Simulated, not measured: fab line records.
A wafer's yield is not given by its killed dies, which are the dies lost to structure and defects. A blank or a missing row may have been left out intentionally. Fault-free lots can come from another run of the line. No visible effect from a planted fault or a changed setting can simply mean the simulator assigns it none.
Which tool is to blame? / flow nand_harc / route of 1302 steps, sampled at 1 step: 12 lots, 36 wafers

WHAT EACH GAUGE READ, for each wafer
NHARC_A_SGD_CUT_INSPECT_25.
lot=L076; measured=day 19 16:31; on=defect_inspect-01; raw_defect_count=686 684 492
lot=L080; measured=day 21 09:23; on=defect_inspect-01; raw_defect_count=331 344 298
lot=L078; measured=day 21 09:24; on=defect_inspect-01; raw_defect_count=451 519 427
lot=L081; measured=day 22 15:34; on=defect_inspect-02; raw_defect_count=435 361 372
lot=L083; measured=day 23 04:48; on=defect_inspect-02; raw_defect_count=375 390 333
lot=L085; measured=day 24 01:30; on=defect_inspect-01; raw_defect_count=393 323 362
lot=L086; measured=day 24 19:50; on=defect_inspect-02; raw_defect_count=458 279 303
lot=L087; measured=day 24 23:17; on=defect_inspect-02; raw_defect_count=273 184 269
lot=L091; measured=day 25 19:02; on=defect_inspect-02; raw_defect_count=403 409 462
lot=L093; measured=day 26 19:04; on=defect_inspect-01; raw_defect_count=454 406 291
lot=L096; measured=day 28 08:22; on=defect_inspect-02; raw_defect_count=276 307 282
lot=L097; measured=day 29 10:20; on=defect_inspect-01; raw_defect_count=329 413 346

TOOL THAT RAN EACH LOT (tool first, then ch and the chambers of the sampled wafers, then the start)
The record holds no process step before these readings.

THE ANSWER, worked out from the rows above alone
Rule: the lots themselves supply what counts as usual. Put in order of their means at a reading, lots are off if they are a third of the lots or fewer, leave a main group of 4 or more, and stand apart from it by a gap of 3 or more times the standard deviation of the main group's means; of several such gaps the widest counts. A main group whose means are all the same, to the digits that the tables above print for the reading, isn't used. A lot without any number at a reading at which 4 lots or more have one is off too. The other lots that the step has rows for count as sound.
Nothing can be told from this: no lot is off at any reading shown.

WHAT THE SIMULATOR HAD INSERTED
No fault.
